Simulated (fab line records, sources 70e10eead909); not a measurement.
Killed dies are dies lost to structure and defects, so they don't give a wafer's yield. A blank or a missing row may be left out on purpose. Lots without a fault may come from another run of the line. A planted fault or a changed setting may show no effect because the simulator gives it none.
Which tool did it? | flow nand_harc | 12 lots, 36 wafers sampled, at 5 steps of a route of 1159

WHAT THE GAUGES READ, wafer by wafer
NHARC_END_SORT_01. Usual: killed_at_array 28, standard deviation 11; killed_at_other 0.7, standard deviation 1.1; killed_at_periphery 2.9, standard deviation 2; killed_dies 32, standard deviation 11; killed_open 3.2, standard deviation 1.8; killed_short 2.0, standard deviation 1.4.
lot  | measured     | on        | killed_at_array | killed_at_other | killed_at_periphery | killed_dies | killed_open | killed_short | flag
L154 | day 21 12:28 | prober-02 | 23 18 621       | 4 0 3           | 4 3 2               | 31 21 626   | 3 1 5       | 0 1 0        | OFF
L158 | day 22 06:47 | prober-02 | 653 13 11       | 0 0 0           | 3 1 1               | 656 14 12   | 2 3 2       | 1 2 1        | OFF

WHICH TOOL RAN EACH LOT (tool, then ch and the chambers of the sampled wafers, then the start)
lot  | NHARC_A_STAIRCASE_DESCUM_11        | NHARC_A_STAIRCASE_TRIM_12          | NHARC_A_STAIRCASE_ETCH_25                     | NHARC_A_STAIRCASE_ETCH_27
L146 | rie_diel-05 ch 0,2, day 10 22:17   | rie_diel-05 ch 0,1,2, day 10 22:23 | rie_diel-06 ch 0,2,3, day 11 00:34 or earlier | rie_diel-06 ch 0,2, day 11 00:34
L148 | rie_diel-04 ch 0,2,3, day 11 05:21 | rie_diel-04 ch 0,3, day 11 05:26   | rie_diel-04 ch 0,1,2, day 11 07:32 or earlier | rie_diel-04 ch 1,2,3, day 11 07:32
L149 | rie_diel-05 ch 0,1, day 11 11:21   | rie_diel-05 ch 0,2,3, day 11 11:26 | rie_diel-06 ch 1,2, day 11 13:31 or earlier   | rie_diel-06 ch 0,3, day 11 13:31
L153 | rie_diel-04 ch 1,2, day 12 14:26   | rie_diel-04 ch 1,3, day 12 14:31   | rie_diel-05 ch 1,2, day 12 16:26 or earlier   | rie_diel-05 ch 1,3, day 12 16:26
L154 | rie_diel-04 ch 0,1,3, day 12 23:10 | rie_diel-04 ch 1,2, day 12 23:19   | rie_diel-06 ch 0,2,3, day 13 01:49 or earlier | rie_diel-05 ch 0,1,3, day 13 01:49
L158 | rie_diel-05 ch 0,1,2, day 13 19:47 | rie_diel-05 ch 0,2, day 13 19:51   | rie_diel-05 ch 0,1,3, day 13 21:53 or earlier | rie_diel-05 ch 0,1, day 13 21:53
L159 | rie_diel-04 ch 0,1,3, day 14 00:20 | rie_diel-04 ch 0,1,3, day 14 00:25 | rie_diel-04 ch 0,1, day 14 03:01 or earlier   | rie_diel-04 ch 0,1,3, day 14 03:01
L162 | rie_diel-06 ch 2,3, day 14 20:02   | rie_diel-06 ch 0,2,3, day 14 20:15 | rie_diel-06 ch 1,3, day 14 22:27 or earlier   | rie_diel-06 ch 0,1,2, day 14 22:27
L164 | rie_diel-04 ch 0,1,2, day 15 10:29 | rie_diel-04 ch 1,2,3, day 15 11:03 | rie_diel-06 ch 0,1,3, day 15 13:58 or earlier | rie_diel-06 ch 0,3, day 15 13:58
L166 | rie_diel-04 ch 0,1,3, day 15 16:16 | rie_diel-04 ch 0,1,2, day 15 16:20 | rie_diel-04 ch 1,2,3, day 15 18:20 or earlier | rie_diel-04 ch 0,1,3, day 15 18:20
L167 | rie_diel-06 ch 0,2,3, day 16 13:51 | rie_diel-06 ch 1,3, day 16 13:56   | rie_diel-06 ch 1,2,3, day 16 17:39 or earlier | rie_diel-06 ch 0,2, day 16 17:39
L168 | rie_diel-04 ch 0,2,3, day 16 19:47 | rie_diel-04 ch 1,2, day 16 19:51   | rie_diel-05 ch 0,1,2, day 16 21:59 or earlier | rie_diel-05 ch 0,2,3, day 16 21:59
- NHARC_A_STAIRCASE_DESCUM_11: chemistry O2, time 3 s.
- NHARC_A_STAIRCASE_TRIM_12: chemistry O2, time 211.2 s.
- NHARC_A_STAIRCASE_ETCH_25: etches the open film in C4F8/O2, target depth 100 nm, time 40.5 s.
- NHARC_A_STAIRCASE_ETCH_27: etches the open film in C4F8/O2, target depth 100 nm, time 40.5 s.

WHAT THE TOOLS THEMSELVES READ (means of the sampled wafers that have a number; where no wafer has one, the mark that the record gives instead)
NHARC_A_STAIRCASE_DESCUM_11. Usual: drypump_motor_current_A 5.71 A, standard deviation 0.2; mfc_ar_sccm 0.008 sccm, standard deviation 0.0094; oes_product_au 0.998 a.u., standard deviation 0.0088; rf_vpp_V 57.9 V, standard deviation 0.81; showerhead_plenum_p_Torr 1.91 Torr, standard deviation 0.099; throttle_valve_pct 11.311 %, standard deviation 0.0081.
lot  | tool        | drypump_motor_current_A (A) | mfc_ar_sccm (sccm) | oes_product_au (a.u.) | rf_vpp_V (V) | showerhead_plenum_p_Torr (Torr) | throttle_valve_pct (%) | flag
L146 | rie_diel-05 | 5.45                        | 0.005              | 0.994                 | 57.4         | 1.87                            | 11.315                 |
L148 | rie_diel-04 | 5.75                        | 0.000              | 1.001                 | 58.0         | 2.00                            | 11.306                 |
L149 | rie_diel-05 | 5.72                        | 0.010              | 0.994                 | 57.9         | 1.81                            | 11.313                 |
L153 | rie_diel-04 | 5.59                        | 0.004              | 0.994                 | 58.3         | 2.00                            | 11.312                 |
L154 | rie_diel-04 | 5.70                        | 0.005              | 0.996                 | 58.4         | 1.95                            | 11.317                 |
L158 | rie_diel-05 | 5.59                        | 0.005              | 0.994                 | 56.9         | 1.83                            | 11.307                 |
L159 | rie_diel-04 | 5.71                        | 0.005              | 0.992                 | 57.4         | 1.95                            | 11.302                 |
L162 | rie_diel-06 | 5.73                        | 0.013              | 0.992                 | 57.7         | 1.91                            | 11.312                 |
L164 | rie_diel-04 | 5.60                        | 0.004              | 1.010                 | 57.7         | 1.96                            | 11.312                 |
L166 | rie_diel-04 | 5.71                        | 0.005              | 0.999                 | 57.2         | 1.94                            | 11.311                 |
L167 | rie_diel-06 | 5.67                        | 0.016              | 1.003                 | 57.5         | 1.84                            | 11.308                 |
L168 | rie_diel-04 | 5.77                        | 0.000              | 1.003                 | 59.0         | 1.99                            | 11.315                 |

NHARC_A_STAIRCASE_TRIM_12. Usual: drypump_motor_current_A 5.72 A, standard deviation 0.21; mfc_ar_sccm 0.007 sccm, standard deviation 0.0092; oes_product_au 0.998 a.u., standard deviation 0.0086; rf_vpp_V 57.8 V, standard deviation 0.89; showerhead_plenum_p_Torr 3.51 Torr, standard deviation 0.17; throttle_valve_pct 17.037 %, standard deviation 0.0092.
lot  | tool        | drypump_motor_current_A (A) | mfc_ar_sccm (sccm) | oes_product_au (a.u.) | rf_vpp_V (V) | showerhead_plenum_p_Torr (Torr) | throttle_valve_pct (%) | flag
L146 | rie_diel-05 | 5.61                        | 0.005              | 0.995                 | 56.1         | 3.40                            | 17.041                 |
L148 | rie_diel-04 | 5.78                        | 0.000              | 1.001                 | 58.7         | 3.64                            | 17.035                 |
L149 | rie_diel-05 | 5.62                        | 0.008              | 1.001                 | 57.8         | 3.54                            | 17.032                 |
L153 | rie_diel-04 | 5.64                        | 0.009              | 0.995                 | 58.0         | 3.54                            | 17.037                 |
L154 | rie_diel-04 | 5.56                        | 0.009              | 0.994                 | 58.0         | 3.58                            | 17.039                 |
L158 | rie_diel-05 | 5.48                        | 0.005              | 0.997                 | 58.6         | 3.43                            | 17.038                 |
L159 | rie_diel-04 | 5.74                        | 0.005              | 0.988                 | 57.3         | 3.58                            | 17.034                 |
L162 | rie_diel-06 | 5.70                        | 0.016              | 0.992                 | 57.8         | 3.42                            | 17.044                 |
L164 | rie_diel-04 | 5.71                        | 0.005              | 1.008                 | 57.8         | 3.62                            | 17.032                 |
L166 | rie_diel-04 | 5.61                        | 0.004              | 0.999                 | 58.6         | 3.61                            | 17.030                 |
L167 | rie_diel-06 | 5.89                        | 0.013              | 1.006                 | 58.0         | 3.52                            | 17.042                 |
L168 | rie_diel-04 | 5.58                        | 0.004              | 1.001                 | 58.6         | 3.66                            | 17.038                 |

NHARC_A_STAIRCASE_ETCH_25. Usual: oes_product_au 0.942 a.u., standard deviation 0.011; rf_vpp_V 894 V, standard deviation 6.2.
lot  | tool        | oes_product_au (a.u.) | rf_vpp_V (V) | flag
L146 | rie_diel-06 | 0.947                 | 893          |
L148 | rie_diel-04 | 0.937                 | 900          |
L149 | rie_diel-06 | 0.946                 | 889          |
L153 | rie_diel-05 | 0.945                 | 891          |
L154 | rie_diel-06 | 0.927                 | 892          |
L158 | rie_diel-05 | 0.939                 | 894          |
L159 | rie_diel-04 | 0.934                 | 897          |
L162 | rie_diel-06 | 0.964                 | 892          |
L164 | rie_diel-06 | 0.942                 | 892          |
L166 | rie_diel-04 | 0.951                 | 899          |
L167 | rie_diel-06 | 0.954                 | 893          |
L168 | rie_diel-05 | 0.943                 | 890          |

NHARC_A_STAIRCASE_ETCH_27. Usual: oes_product_au 0.944 a.u., standard deviation 0.016; rf_vpp_V 894 V, standard deviation 6.2.
lot  | tool        | oes_product_au (a.u.) | rf_vpp_V (V) | flag
L146 | rie_diel-06 | 0.928                 | 889          |
L148 | rie_diel-04 | 0.939                 | 901          |
L149 | rie_diel-06 | 0.940                 | 892          |
L153 | rie_diel-05 | 0.949                 | 894          |
L154 | rie_diel-05 | 1.060                 | 895          | OFF
L158 | rie_diel-05 | 1.000                 | 890          | OFF
L159 | rie_diel-04 | 0.927                 | 898          |
L162 | rie_diel-06 | 0.948                 | 889          |
L164 | rie_diel-06 | 0.925                 | 896          |
L166 | rie_diel-04 | 0.947                 | 898          |
L167 | rie_diel-06 | 0.938                 | 888          |
L168 | rie_diel-05 | 0.946                 | 895          |

THE ANSWER, worked out from the rows above alone
Rule: a lot is off if the mean of its wafers that have a number lies more than 3 standard deviations from the usual mean. A lot without any number at a reading at which 4 lots or more have one is off too. The other lots that the step has rows for count as sound. The gauges are gone through in route order, then the tools' own readings, and for those a lot's mean is taken as printed above. The first step at which some lot is off is used, and at that step the reading that is off furthest; a lot without a number counts as furthest.
Off: L154, L158, at NHARC_END_SORT_01 (killed_at_array). Neither off nor sound, because the step has no rows for them: L146, L148, L149, L153, L159, L162, L164, L166, L167, L168.
A tool fits if, at a process step before that reading, it ran every lot that is off, and no sound lot after the first of them. The gauges at NHARC_END_SORT_01 aren't tried: what is off there is off at NHARC_A_STAIRCASE_ETCH_27 too, on other tools, and a gauge's error can't cause that. NHARC_A_STAIRCASE_ETCH_25 gives no start for some lots, so the hours and the order of its lots are those of NHARC_A_STAIRCASE_ETCH_27. One fits: rie_diel-05 at NHARC_A_STAIRCASE_ETCH_27. It ran no sound lot before its first lot that is off in this sample, so the start can't be narrowed down.

WHAT THE SIMULATOR HAD PUT IN
Process parameter drift: rie_diel-05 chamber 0, from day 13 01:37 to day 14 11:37, at NHARC_A_STAIRCASE_ETCH_27. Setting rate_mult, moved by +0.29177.
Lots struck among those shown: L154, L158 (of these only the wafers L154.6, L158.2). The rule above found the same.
